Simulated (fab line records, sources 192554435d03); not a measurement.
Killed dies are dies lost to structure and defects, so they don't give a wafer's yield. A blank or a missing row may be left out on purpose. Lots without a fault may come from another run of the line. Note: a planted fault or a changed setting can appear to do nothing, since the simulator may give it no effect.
The tool behind it: which one? :: flow n5Finfet :: Sampling: 24 lots, 72 wafers, 6 of 1938 route steps

WHAT EACH GAUGE READ, for each wafer
N5_BEOL_M13_INSPECT_30: inspects for defects (macro).
lot: L074
measured: day 10 16:44
on: defectInspect-01
rawDefectCount: 1 6 1

lot: L075
measured: day 11 01:04
on: defectInspect-02
rawDefectCount: 2 1 0

lot: L076
measured: day 11 12:19
on: defectInspect-01
rawDefectCount: 0 1 1

lot: L077
measured: day 11 17:04
on: defectInspect-02
rawDefectCount: 0 1 1

lot: L078
measured: day 11 21:42
on: defectInspect-02
rawDefectCount: 2 3 3

lot: L079
measured: day 12 08:00
on: defectInspect-02
rawDefectCount: 2 0 2

lot: L080
measured: day 12 17:08
on: defectInspect-02
rawDefectCount: 1 2 3

lot: L082
measured: day 12 20:41
on: defectInspect-01
rawDefectCount: 0 1 1

lot: L081
measured: day 12 21:16
on: defectInspect-02
rawDefectCount: 1 2 1

lot: L083
measured: day 13 01:53
on: defectInspect-01
rawDefectCount: 3 2 6

lot: L085
measured: day 13 18:46
on: defectInspect-02
rawDefectCount: 2 1 1

lot: L084
measured: day 13 20:56
on: defectInspect-02
rawDefectCount: 2 7 2

lot: L086
measured: day 14 07:22
on: defectInspect-02
rawDefectCount: 3 3 3

lot: L088
measured: day 14 19:28
on: defectInspect-01
rawDefectCount: 3 2 4

lot: L087
measured: day 14 20:04
on: defectInspect-02
rawDefectCount: 1 3 1

lot: L089
measured: day 14 22:18
on: defectInspect-02
rawDefectCount: 3 1 7

lot: L091
measured: day 15 01:57
on: defectInspect-02
rawDefectCount: 1 2 0

lot: L090
measured: day 15 03:52
on: defectInspect-02
rawDefectCount: 4 0 3

lot: L092
measured: day 15 11:16
on: defectInspect-01
rawDefectCount: 6 2 5

lot: L093
measured: day 15 20:40
on: defectInspect-01
rawDefectCount: 1 4 4

lot: L094
measured: day 16 07:35
on: defectInspect-01
rawDefectCount: 1 5 1

lot: L096
measured: day 16 12:51
on: defectInspect-01
rawDefectCount: 1 0 2

lot: L095
measured: day 16 13:41
on: defectInspect-02
rawDefectCount: 0 3 4

lot: L097
measured: day 16 20:00
on: defectInspect-01
rawDefectCount: 3 3 2

N5_BEOL_M13_INSPECT_55: inspects for defects (darkfield).
lot: L074
measured: day 10 20:19
on: defectInspect-02
rawDefectCount: 180 94 156

lot: L075
measured: day 11 07:57
on: defectInspect-01
rawDefectCount: 66 100 33

lot: L076
measured: day 11 14:45
on: defectInspect-02
rawDefectCount: 91 78 87

lot: L077
measured: day 11 19:23
on: defectInspect-02
rawDefectCount: 101 96 93

lot: L078
measured: day 12 00:37
on: defectInspect-02
rawDefectCount: 53 93 78

lot: L079
measured: day 12 16:03
on: defectInspect-01
rawDefectCount: 85 55 58

lot: L080
measured: day 12 21:44
on: defectInspect-01
rawDefectCount: 70 46 72

lot: L082
measured: day 12 23:50
on: defectInspect-01
rawDefectCount: 81 70 82

lot: L081
measured: day 13 00:08
on: defectInspect-02
rawDefectCount: 90 78 76

lot: L083
measured: day 13 04:33
on: defectInspect-02
rawDefectCount: 115 126 98

lot: L085
measured: day 13 21:45
on: defectInspect-01
rawDefectCount: 68 65 68

lot: L084
measured: day 14 01:36
on: defectInspect-02
rawDefectCount: 46 116 115

lot: L086
measured: day 14 11:23
on: defectInspect-01
rawDefectCount: 64 32 43

lot: L088
measured: day 15 02:56
on: defectInspect-02
rawDefectCount: 69 113 30

lot: L087
measured: day 15 03:13
on: defectInspect-02
rawDefectCount: 85 90 65

lot: L089
measured: day 15 02:40
on: defectInspect-01
rawDefectCount: 86 66 82

lot: L091
measured: day 15 06:17
on: defectInspect-02
rawDefectCount: 49 81 105

lot: L090
measured: day 15 06:22
on: defectInspect-01
rawDefectCount: 40 59 45

lot: L092
measured: day 15 17:16
on: defectInspect-02
rawDefectCount: 58 124 82

lot: L093
measured: day 16 02:34
on: defectInspect-01
rawDefectCount: 79 91 48

lot: L094
measured: day 16 10:56
on: defectInspect-02
rawDefectCount: 87 109 91

lot: L096
measured: day 16 17:31
on: defectInspect-02
rawDefectCount: 41 33 45

lot: L095
measured: day 16 17:24
on: defectInspect-02
rawDefectCount: 114 95 168

lot: L097
measured: day 16 23:47
on: defectInspect-01
rawDefectCount: 58 59 53

N5_BEOL_M14_INSPECT_30: inspects for defects (macro).
lot: L074
measured: day 10 21:46
on: defectInspect-02
rawDefectCount: 0 3 0

lot: L075
measured: day 11 09:31
on: defectInspect-02
rawDefectCount: 1 3 2

lot: L076
measured: day 11 17:10
on: defectInspect-01
rawDefectCount: 3 3 2

lot: L077
measured: day 11 22:25
on: defectInspect-01
rawDefectCount: 3 3 0

lot: L078
measured: day 12 02:11
on: defectInspect-02
rawDefectCount: 3 2 1

lot: L079
measured: day 12 18:13
on: defectInspect-01
rawDefectCount: 2 1 0

lot: L080
measured: day 12 23:18
on: defectInspect-02
rawDefectCount: 2 2 3

lot: L082
measured: day 13 02:01
on: defectInspect-01
rawDefectCount: 1 3 3

lot: L081
measured: day 13 02:13
on: defectInspect-01
rawDefectCount: 4 2 0

lot: L083
measured: day 13 06:07
on: defectInspect-01
rawDefectCount: 4 1 0

lot: L085
measured: day 13 23:20
on: defectInspect-01
rawDefectCount: 3 4 2

lot: L084
measured: day 14 03:02
on: defectInspect-02
rawDefectCount: 2 3 4

lot: L086
measured: day 14 13:17
on: defectInspect-02
rawDefectCount: 0 3 2

lot: L088
measured: day 15 04:37
on: defectInspect-01
rawDefectCount: 1 2 3

lot: L087
measured: day 15 04:58
on: defectInspect-01
rawDefectCount: 2 4 8

lot: L089
measured: day 15 04:14
on: defectInspect-01
rawDefectCount: 3 5 3

lot: L091
measured: day 15 08:08
on: defectInspect-01
rawDefectCount: 3 2 1

lot: L090
measured: day 15 08:49
on: defectInspect-01
rawDefectCount: 3 3 2

lot: L092
measured: day 15 18:55
on: defectInspect-02
rawDefectCount: 3 1 2

lot: L093
measured: day 16 04:09
on: defectInspect-01
rawDefectCount: 4 3 4

lot: L094
measured: day 16 12:23
on: defectInspect-02
rawDefectCount: 2 2 2

lot: L096
measured: day 16 19:26
on: defectInspect-02
rawDefectCount: 3 1 1

lot: L095
measured: day 16 19:17
on: defectInspect-02
rawDefectCount: 2 3 3

lot: L097
measured: day 17 01:22
on: defectInspect-01
rawDefectCount: 1 2 4

EACH LOT AND THE TOOL THAT RAN IT (in order: tool; ch and the chambers of the sampled wafers; start)
lot: L074
N5_BEOL_M13_ETCH_67: rieDiel-01 ch 1,2,3, day 10 16:48
N5_BEOL_M13_DEGAS_41: pvdSputter-02, day 10 19:03
N5_BEOL_M14_DESCUM_15: rieDiel-02 ch 0,1,2, day 10 20:56

lot: L075
N5_BEOL_M13_ETCH_67: rieDiel-01 ch 1,2,3, day 11 01:31
N5_BEOL_M13_DEGAS_41: pvdSputter-02, day 11 06:35
N5_BEOL_M14_DESCUM_15: rieDiel-02 ch 0,2,3, day 11 08:34

lot: L076
N5_BEOL_M13_ETCH_67: rieDiel-01 ch 0,1,3, day 11 12:23
N5_BEOL_M13_DEGAS_41: pvdSputter-02, day 11 13:29
N5_BEOL_M14_DESCUM_15: rieDiel-03 ch 0,2,3, day 11 16:13

lot: L077
N5_BEOL_M13_ETCH_67: rieDiel-05 ch 0,1,3, day 11 17:08
N5_BEOL_M13_DEGAS_41: pvdSputter-01, day 11 18:00
N5_BEOL_M14_DESCUM_15: rieDiel-03 ch 1,3, day 11 21:28

lot: L078
N5_BEOL_M13_ETCH_67: rieDiel-05 ch 2,3, day 11 21:48
N5_BEOL_M13_DEGAS_41: pvdSputter-02, day 11 23:17
N5_BEOL_M14_DESCUM_15: rieDiel-06 ch 0,1,2, day 12 01:22

lot: L079
N5_BEOL_M13_ETCH_67: rieDiel-01 ch 1,3, day 12 08:05
N5_BEOL_M13_DEGAS_41: pvdSputter-01, day 12 14:06
N5_BEOL_M14_DESCUM_15: rieDiel-02 ch 1,3, day 12 17:17

lot: L080
N5_BEOL_M13_ETCH_67: rieDiel-05 ch 0,1, day 12 17:13
N5_BEOL_M13_DEGAS_41: pvdSputter-01, day 12 20:23
N5_BEOL_M14_DESCUM_15: rieDiel-03 ch 1,2,3, day 12 22:22

lot: L082
N5_BEOL_M13_ETCH_67: rieDiel-04 ch 0,1,3, day 12 20:59
N5_BEOL_M13_DEGAS_41: pvdSputter-01, day 12 22:01
N5_BEOL_M14_DESCUM_15: rieDiel-02 ch 1,3, day 13 01:04

lot: L081
N5_BEOL_M13_ETCH_67: rieDiel-01 ch 0,1,3, day 12 21:20
N5_BEOL_M13_DEGAS_41: pvdSputter-02, day 12 22:46
N5_BEOL_M14_DESCUM_15: rieDiel-06 ch 0,2,3, day 13 01:16

lot: L083
N5_BEOL_M13_ETCH_67: rieDiel-01 ch 0,3, day 13 02:23
N5_BEOL_M13_DEGAS_41: pvdSputter-02, day 13 03:17
N5_BEOL_M14_DESCUM_15: rieDiel-03 ch 2,3, day 13 05:10

lot: L085
N5_BEOL_M13_ETCH_67: rieDiel-04 ch 1,3, day 13 18:50
N5_BEOL_M13_DEGAS_41: pvdSputter-02, day 13 20:29
N5_BEOL_M14_DESCUM_15: rieDiel-02 ch 2,3, day 13 22:22

lot: L084
N5_BEOL_M13_ETCH_67: rieDiel-04 ch 2,3, day 13 21:00
N5_BEOL_M13_DEGAS_41: pvdSputter-03, day 14 00:20
N5_BEOL_M14_DESCUM_15: rieDiel-06 ch 1,2,3, day 14 02:13

lot: L086
N5_BEOL_M13_ETCH_67: rieDiel-01 ch 0,2, day 14 07:32
N5_BEOL_M13_DEGAS_41: pvdSputter-03, day 14 10:06
N5_BEOL_M14_DESCUM_15: rieDiel-02 ch 1,2,3, day 14 12:28

lot: L088
N5_BEOL_M13_ETCH_67: rieDiel-01 ch 1,2, day 14 19:50
N5_BEOL_M13_DEGAS_41: pvdSputter-01, day 15 01:26
N5_BEOL_M14_DESCUM_15: rieDiel-02 ch 0,2, day 15 03:41

lot: L087
N5_BEOL_M13_ETCH_67: rieDiel-01 ch 0,1,3, day 14 20:37
N5_BEOL_M13_DEGAS_41: pvdSputter-03, day 15 01:50
N5_BEOL_M14_DESCUM_15: rieDiel-02 ch 0,2,3, day 15 04:02

lot: L089
N5_BEOL_M13_ETCH_67: rieDiel-01 ch 0,1, day 14 22:22
N5_BEOL_M13_DEGAS_41: pvdSputter-03, day 15 01:24
N5_BEOL_M14_DESCUM_15: rieDiel-02 ch 0,1,3, day 15 03:17

lot: L091
N5_BEOL_M13_ETCH_67: rieDiel-01 ch 0,2, day 15 02:01
N5_BEOL_M13_DEGAS_41: pvdSputter-03, day 15 05:01
N5_BEOL_M14_DESCUM_15: rieDiel-06 ch 0,1, day 15 07:11

lot: L090
N5_BEOL_M13_ETCH_67: rieDiel-04 ch 0,1,3, day 15 03:56
N5_BEOL_M13_DEGAS_41: pvdSputter-02, day 15 05:05
N5_BEOL_M14_DESCUM_15: rieDiel-06 ch 1,2, day 15 07:53

lot: L092
N5_BEOL_M13_ETCH_67: rieDiel-05 ch 0,3, day 15 11:29
N5_BEOL_M13_DEGAS_41: pvdSputter-02, day 15 15:51
N5_BEOL_M14_DESCUM_15: rieDiel-02 ch 0,1,3, day 15 18:05

lot: L093
N5_BEOL_M13_ETCH_67: rieDiel-04 ch 0,2,3, day 15 20:44
N5_BEOL_M13_DEGAS_41: pvdSputter-02, day 16 01:09
N5_BEOL_M14_DESCUM_15: rieDiel-06 ch 2,3, day 16 03:13

lot: L094
N5_BEOL_M13_ETCH_67: rieDiel-04 ch 0,1, day 16 07:39
N5_BEOL_M13_DEGAS_41: pvdSputter-03, day 16 09:40
N5_BEOL_M14_DESCUM_15: rieDiel-03 ch 2,3, day 16 11:34

lot: L096
N5_BEOL_M13_ETCH_67: rieDiel-01 ch 1,3, day 16 13:09
N5_BEOL_M13_DEGAS_41: pvdSputter-02, day 16 16:07
N5_BEOL_M14_DESCUM_15: rieDiel-03 ch 0,1,3, day 16 18:24

lot: L095
N5_BEOL_M13_ETCH_67: rieDiel-01 ch 2,3, day 16 13:48
N5_BEOL_M13_DEGAS_41: pvdSputter-03, day 16 16:04
N5_BEOL_M14_DESCUM_15: rieDiel-06 ch 0,1,3, day 16 18:20

lot: L097
N5_BEOL_M13_ETCH_67: rieDiel-04 ch 0,1,3, day 16 20:04
N5_BEOL_M13_DEGAS_41: pvdSputter-01, day 16 22:31
N5_BEOL_M14_DESCUM_15: rieDiel-06 ch 0,2,3, day 17 00:32
- N5_BEOL_M13_ETCH_67: etches SiARC in CF4, target depth 143 nm, time 238.3 s.
- N5_BEOL_M13_DEGAS_41: time 60 s.
- N5_BEOL_M14_DESCUM_15: chemistry O2, time 7.9 s.

AS READ BY THE TOOLS THEMSELVES (means over the sampled wafers that have a number; for cases with no such wafer, the mark the record gives instead)
N5_BEOL_M13_ETCH_67.
lot: L074
tool: rieDiel-01
biasW (W): 36.04
chamberPressureMTorr (mTorr): 40.02
drypumpMotorCurrentA (A): 5.5
etchRfOnTimeS (s): 244
oesProductAu (a.u.): 0.59
rfVppV (V): 183.7
showerheadPlenumPTorr (Torr): 2.18
throttleValvePct (%): 15.79

lot: L075
tool: rieDiel-01
biasW (W): 35.98
chamberPressureMTorr (mTorr): 40.00
drypumpMotorCurrentA (A): 5.5
etchRfOnTimeS (s): 245
oesProductAu (a.u.): 0.59
rfVppV (V): 184.5
showerheadPlenumPTorr (Torr): 2.18
throttleValvePct (%): 15.80

lot: L076
tool: rieDiel-01
biasW (W): 36.00
chamberPressureMTorr (mTorr): 39.99
drypumpMotorCurrentA (A): 5.4
etchRfOnTimeS (s): 242
oesProductAu (a.u.): 0.66
rfVppV (V): 183.5
showerheadPlenumPTorr (Torr): 2.17
throttleValvePct (%): 15.59

lot: L077
tool: rieDiel-05
biasW (W): 35.99
chamberPressureMTorr (mTorr): 39.98
drypumpMotorCurrentA (A): 5.8
etchRfOnTimeS (s): 238
oesProductAu (a.u.): 0.62
rfVppV (V): 183.1
showerheadPlenumPTorr (Torr): 2.03
throttleValvePct (%): 15.78

lot: L078
tool: rieDiel-05
biasW (W): 36.08
chamberPressureMTorr (mTorr): 39.98
drypumpMotorCurrentA (A): 5.6
etchRfOnTimeS (s): 237
oesProductAu (a.u.): 0.65
rfVppV (V): 182.5
showerheadPlenumPTorr (Torr): 2.10
throttleValvePct (%): 15.55

lot: L079
tool: rieDiel-01
biasW (W): 35.99
chamberPressureMTorr (mTorr): 39.98
drypumpMotorCurrentA (A): 5.5
etchRfOnTimeS (s): 243
oesProductAu (a.u.): 0.59
rfVppV (V): 184.0
showerheadPlenumPTorr (Torr): 2.17
throttleValvePct (%): 15.77

lot: L080
tool: rieDiel-05
biasW (W): 35.96
chamberPressureMTorr (mTorr): 40.01
drypumpMotorCurrentA (A): 5.9
etchRfOnTimeS (s): 239
oesProductAu (a.u.): 0.60
rfVppV (V): 182.9
showerheadPlenumPTorr (Torr): 2.02
throttleValvePct (%): 15.88

lot: L082
tool: rieDiel-04
biasW (W): 35.96
chamberPressureMTorr (mTorr): 39.99
drypumpMotorCurrentA (A): 6.1
etchRfOnTimeS (s): 235
oesProductAu (a.u.): 0.67
rfVppV (V): 184.3
showerheadPlenumPTorr (Torr): 2.15
throttleValvePct (%): 15.62

lot: L081
tool: rieDiel-01
biasW (W): 36.01
chamberPressureMTorr (mTorr): 39.99
drypumpMotorCurrentA (A): 5.4
etchRfOnTimeS (s): 240
oesProductAu (a.u.): 0.65
rfVppV (V): 184.6
showerheadPlenumPTorr (Torr): 2.17
throttleValvePct (%): 15.63

lot: L083
tool: rieDiel-01
biasW (W): 35.90
chamberPressureMTorr (mTorr): 39.97
drypumpMotorCurrentA (A): 5.4
etchRfOnTimeS (s): 239
oesProductAu (a.u.): 0.65
rfVppV (V): 185.1
showerheadPlenumPTorr (Torr): 2.20
throttleValvePct (%): 15.62

lot: L085
tool: rieDiel-04
biasW (W): 35.96
chamberPressureMTorr (mTorr): 39.98
drypumpMotorCurrentA (A): 6.1
etchRfOnTimeS (s): 239
oesProductAu (a.u.): 0.63
rfVppV (V): 183.9
showerheadPlenumPTorr (Torr): 2.10
throttleValvePct (%): 15.53

lot: L084
tool: rieDiel-04
biasW (W): 35.89
chamberPressureMTorr (mTorr): 39.99
drypumpMotorCurrentA (A): 5.5
etchRfOnTimeS (s): 234
oesProductAu (a.u.): 0.65
rfVppV (V): 184.1
showerheadPlenumPTorr (Torr): 2.12
throttleValvePct (%): 15.39

lot: L086
tool: rieDiel-01
biasW (W): 35.93
chamberPressureMTorr (mTorr): 40.00
drypumpMotorCurrentA (A): 5.3
etchRfOnTimeS (s): 239
oesProductAu (a.u.): 0.77
rfVppV (V): 184.1
showerheadPlenumPTorr (Torr): 2.19
throttleValvePct (%): 15.35

lot: L088
tool: rieDiel-01
biasW (W): 35.98
chamberPressureMTorr (mTorr): 39.97
drypumpMotorCurrentA (A): 5.5
etchRfOnTimeS (s): 238
oesProductAu (a.u.): 0.73
rfVppV (V): 184.6
showerheadPlenumPTorr (Torr): 2.17
throttleValvePct (%): 15.57

lot: L087
tool: rieDiel-01
biasW (W): 35.99
chamberPressureMTorr (mTorr): 39.98
drypumpMotorCurrentA (A): 5.5
etchRfOnTimeS (s): 240
oesProductAu (a.u.): 0.63
rfVppV (V): 184.3
showerheadPlenumPTorr (Torr): 2.16
throttleValvePct (%): 15.65

lot: L089
tool: rieDiel-01
biasW (W): 36.10
chamberPressureMTorr (mTorr): 40.02
drypumpMotorCurrentA (A): 5.4
etchRfOnTimeS (s): 242
oesProductAu (a.u.): 0.70
rfVppV (V): 184.9
showerheadPlenumPTorr (Torr): 2.16
throttleValvePct (%): 15.50

lot: L091
tool: rieDiel-01
biasW (W): 35.90
chamberPressureMTorr (mTorr): 39.98
drypumpMotorCurrentA (A): 5.4
etchRfOnTimeS (s): 240
oesProductAu (a.u.): 0.77
rfVppV (V): 184.6
showerheadPlenumPTorr (Torr): 2.19
throttleValvePct (%): 15.40

lot: L090
tool: rieDiel-04
biasW (W): 36.04
chamberPressureMTorr (mTorr): 40.01
drypumpMotorCurrentA (A): 6.1
etchRfOnTimeS (s): 235
oesProductAu (a.u.): 0.65
rfVppV (V): 183.9
showerheadPlenumPTorr (Torr): 2.14
throttleValvePct (%): 15.65

lot: L092
tool: rieDiel-05
biasW (W): 36.15
chamberPressureMTorr (mTorr): 39.99
drypumpMotorCurrentA (A): 5.9
etchRfOnTimeS (s): 242
oesProductAu (a.u.): 0.72
rfVppV (V): 184.7
showerheadPlenumPTorr (Torr): 2.20
throttleValvePct (%): 15.52

lot: L093
tool: rieDiel-04
biasW (W): 36.07
chamberPressureMTorr (mTorr): 40.01
drypumpMotorCurrentA (A): 5.9
etchRfOnTimeS (s): 233
oesProductAu (a.u.): 0.66
rfVppV (V): 183.9
showerheadPlenumPTorr (Torr): 2.15
throttleValvePct (%): 15.61

lot: L094
tool: rieDiel-04
biasW (W): 35.91
chamberPressureMTorr (mTorr): 40.01
drypumpMotorCurrentA (A): 6.5
etchRfOnTimeS (s): 236
oesProductAu (a.u.): 0.63
rfVppV (V): 185.1
showerheadPlenumPTorr (Torr): 2.19
throttleValvePct (%): 15.83

lot: L096
tool: rieDiel-01
biasW (W): 36.04
chamberPressureMTorr (mTorr): 39.99
drypumpMotorCurrentA (A): 5.6
etchRfOnTimeS (s): 239
oesProductAu (a.u.): 0.65
rfVppV (V): 184.2
showerheadPlenumPTorr (Torr): 2.13
throttleValvePct (%): 15.69

lot: L095
tool: rieDiel-01
biasW (W): 36.03
chamberPressureMTorr (mTorr): 40.02
drypumpMotorCurrentA (A): 5.5
etchRfOnTimeS (s): 237
oesProductAu (a.u.): 0.79
rfVppV (V): 184.9
showerheadPlenumPTorr (Torr): 2.19
throttleValvePct (%): 15.35

lot: L097
tool: rieDiel-04
biasW (W): 36.05
chamberPressureMTorr (mTorr): 40.03
drypumpMotorCurrentA (A): 6.1
etchRfOnTimeS (s): 237
oesProductAu (a.u.): 0.64
rfVppV (V): 183.0
showerheadPlenumPTorr (Torr): 2.14
throttleValvePct (%): 15.69

N5_BEOL_M13_DEGAS_41.
lot: L074
tool: pvdSputter-02
heaterPowerW (W): 347

lot: L075
tool: pvdSputter-02
heaterPowerW (W): 349

lot: L076
tool: pvdSputter-02
heaterPowerW (W): 341

lot: L077
tool: pvdSputter-01
heaterPowerW (W): 344

lot: L078
tool: pvdSputter-02
heaterPowerW (W): 332

lot: L079
tool: pvdSputter-01
heaterPowerW (W): 377

lot: L080
tool: pvdSputter-01
heaterPowerW (W): 343

lot: L082
tool: pvdSputter-01
heaterPowerW (W): 352

lot: L081
tool: pvdSputter-02
heaterPowerW (W): 327

lot: L083
tool: pvdSputter-02
heaterPowerW (W): 361

lot: L085
tool: pvdSputter-02
heaterPowerW (W): 297

lot: L084
tool: pvdSputter-03
heaterPowerW (W): 333

lot: L086
tool: pvdSputter-03
heaterPowerW (W): 321

lot: L088
tool: pvdSputter-01
heaterPowerW (W): 370

lot: L087
tool: pvdSputter-03
heaterPowerW (W): 322

lot: L089
tool: pvdSputter-03
heaterPowerW (W): 319

lot: L091
tool: pvdSputter-03
heaterPowerW (W): 322

lot: L090
tool: pvdSputter-02
heaterPowerW (W): 315

lot: L092
tool: pvdSputter-02
heaterPowerW (W): 340

lot: L093
tool: pvdSputter-02
heaterPowerW (W): 302

lot: L094
tool: pvdSputter-03
heaterPowerW (W): 304

lot: L096
tool: pvdSputter-02
heaterPowerW (W): 356

lot: L095
tool: pvdSputter-03
heaterPowerW (W): 320

lot: L097
tool: pvdSputter-01
heaterPowerW (W): 374

N5_BEOL_M14_DESCUM_15.
lot: L074
tool: rieDiel-02
chamberPressureMTorr (mTorr): 20.001
drypumpMotorCurrentA (A): 5.7
oesProductAu (a.u.): 0.83
rfVppV (V): 242.1
showerheadPlenumPTorr (Torr): 2.06
throttleValvePct (%): 20.46

lot: L075
tool: rieDiel-02
chamberPressureMTorr (mTorr): 20.007
drypumpMotorCurrentA (A): 5.4
oesProductAu (a.u.): 0.84
rfVppV (V): 242.6
showerheadPlenumPTorr (Torr): 2.07
throttleValvePct (%): 20.48

lot: L076
tool: rieDiel-03
chamberPressureMTorr (mTorr): 19.996
drypumpMotorCurrentA (A): 5.7
oesProductAu (a.u.): 0.85
rfVppV (V): 245.2
showerheadPlenumPTorr (Torr): 2.16
throttleValvePct (%): 20.28

lot: L077
tool: rieDiel-03
chamberPressureMTorr (mTorr): 19.998
drypumpMotorCurrentA (A): 6.2
oesProductAu (a.u.): 0.91
rfVppV (V): 242.8
showerheadPlenumPTorr (Torr): 2.08
throttleValvePct (%): 20.59

lot: L078
tool: rieDiel-06
chamberPressureMTorr (mTorr): 19.994
drypumpMotorCurrentA (A): 5.5
oesProductAu (a.u.): 0.75
rfVppV (V): 244.2
showerheadPlenumPTorr (Torr): 2.14
throttleValvePct (%): 20.38

lot: L079
tool: rieDiel-02
chamberPressureMTorr (mTorr): 20.013
drypumpMotorCurrentA (A): 5.5
oesProductAu (a.u.): 0.76
rfVppV (V): 242.8
showerheadPlenumPTorr (Torr): 2.10
throttleValvePct (%): 20.50

lot: L080
tool: rieDiel-03
chamberPressureMTorr (mTorr): 20.013
drypumpMotorCurrentA (A): 6.0
oesProductAu (a.u.): 0.82
rfVppV (V): 243.8
showerheadPlenumPTorr (Torr): 2.11
throttleValvePct (%): 20.51

lot: L082
tool: rieDiel-02
chamberPressureMTorr (mTorr): 19.994
drypumpMotorCurrentA (A): 5.8
oesProductAu (a.u.): 0.73
rfVppV (V): 243.4
showerheadPlenumPTorr (Torr): 2.09
throttleValvePct (%): 20.50

lot: L081
tool: rieDiel-06
chamberPressureMTorr (mTorr): 19.984
drypumpMotorCurrentA (A): 5.4
oesProductAu (a.u.): 0.81
rfVppV (V): 243.0
showerheadPlenumPTorr (Torr): 2.10
throttleValvePct (%): 20.30

lot: L083
tool: rieDiel-03
chamberPressureMTorr (mTorr): 20.018
drypumpMotorCurrentA (A): 6.0
oesProductAu (a.u.): 0.77
rfVppV (V): 243.4
showerheadPlenumPTorr (Torr): 2.13
throttleValvePct (%): 20.42

lot: L085
tool: rieDiel-02
chamberPressureMTorr (mTorr): 19.989
drypumpMotorCurrentA (A): 5.5
oesProductAu (a.u.): 0.81
rfVppV (V): 242.3
showerheadPlenumPTorr (Torr): 2.06
throttleValvePct (%): 20.59

lot: L084
tool: rieDiel-06
chamberPressureMTorr (mTorr): 20.003
drypumpMotorCurrentA (A): 5.2
oesProductAu (a.u.): 0.79
rfVppV (V): 244.0
showerheadPlenumPTorr (Torr): 2.12
throttleValvePct (%): 20.45

lot: L086
tool: rieDiel-02
chamberPressureMTorr (mTorr): 19.995
drypumpMotorCurrentA (A): 5.7
oesProductAu (a.u.): 0.76
rfVppV (V): 243.1
showerheadPlenumPTorr (Torr): 2.07
throttleValvePct (%): 20.56

lot: L088
tool: rieDiel-02
chamberPressureMTorr (mTorr): 20.004
drypumpMotorCurrentA (A): 5.5
oesProductAu (a.u.): 0.81
rfVppV (V): 241.4
showerheadPlenumPTorr (Torr): 2.04
throttleValvePct (%): 20.57

lot: L087
tool: rieDiel-02
chamberPressureMTorr (mTorr): 19.994
drypumpMotorCurrentA (A): 5.3
oesProductAu (a.u.): 0.80
rfVppV (V): 241.4
showerheadPlenumPTorr (Torr): 2.06
throttleValvePct (%): 20.52

lot: L089
tool: rieDiel-02
chamberPressureMTorr (mTorr): 19.981
drypumpMotorCurrentA (A): 5.5
oesProductAu (a.u.): 0.76
rfVppV (V): 243.1
showerheadPlenumPTorr (Torr): 2.07
throttleValvePct (%): 20.47

lot: L091
tool: rieDiel-06
chamberPressureMTorr (mTorr): 19.987
drypumpMotorCurrentA (A): 5.6
oesProductAu (a.u.): 0.85
rfVppV (V): 243.2
showerheadPlenumPTorr (Torr): 2.09
throttleValvePct (%): 20.28

lot: L090
tool: rieDiel-06
chamberPressureMTorr (mTorr): 20.001
drypumpMotorCurrentA (A): 5.4
oesProductAu (a.u.): 0.78
rfVppV (V): 244.2
showerheadPlenumPTorr (Torr): 2.18
throttleValvePct (%): 20.28

lot: L092
tool: rieDiel-02
chamberPressureMTorr (mTorr): 20.004
drypumpMotorCurrentA (A): 5.5
oesProductAu (a.u.): 0.76
rfVppV (V): 243.3
showerheadPlenumPTorr (Torr): 2.07
throttleValvePct (%): 20.48

lot: L093
tool: rieDiel-06
chamberPressureMTorr (mTorr): 19.998
drypumpMotorCurrentA (A): 5.2
oesProductAu (a.u.): 0.83
rfVppV (V): 244.4
showerheadPlenumPTorr (Torr): 2.13
throttleValvePct (%): 20.19

lot: L094
tool: rieDiel-03
chamberPressureMTorr (mTorr): 19.985
drypumpMotorCurrentA (A): 6.0
oesProductAu (a.u.): 0.76
rfVppV (V): 243.3
showerheadPlenumPTorr (Torr): 2.12
throttleValvePct (%): 20.47

lot: L096
tool: rieDiel-03
chamberPressureMTorr (mTorr): 19.993
drypumpMotorCurrentA (A): 5.9
oesProductAu (a.u.): 0.85
rfVppV (V): 242.6
showerheadPlenumPTorr (Torr): 2.12
throttleValvePct (%): 20.44

lot: L095
tool: rieDiel-06
chamberPressureMTorr (mTorr): 20.007
drypumpMotorCurrentA (A): 5.4
oesProductAu (a.u.): 0.90
rfVppV (V): 243.6
showerheadPlenumPTorr (Torr): 2.07
throttleValvePct (%): 20.34

lot: L097
tool: rieDiel-06
chamberPressureMTorr (mTorr): 20.012
drypumpMotorCurrentA (A): 5.4
oesProductAu (a.u.): 0.84
rfVppV (V): 243.4
showerheadPlenumPTorr (Torr): 2.08
throttleValvePct (%): 20.21

THE ANSWER, worked out from the rows above alone
Rule: the lots themselves supply what counts as usual. Put in order of their means at a reading, lots are off if they are a third of the lots or fewer, leave a main group of 4 or more, and stand apart from it by a gap of 3 or more times the standard deviation of the main group's means; of several such gaps the widest counts. A main group whose means are all the same, to the digits that the tables above print for the reading, isn't used. Also off: a lot with no number at a reading for which 4 or more lots have one. All remaining lots with rows at the step are treated as sound. Order of review: gauges by route order, followed by the tools' own readings, for which a lot's mean as printed above is used. The first step at which some lot is off is used, and at that step the reading that is off furthest; a lot without a number counts as furthest.
No lot is off on any of the readings shown, so nothing can be concluded from this.

WHAT THE SIMULATOR HAD PUT IN
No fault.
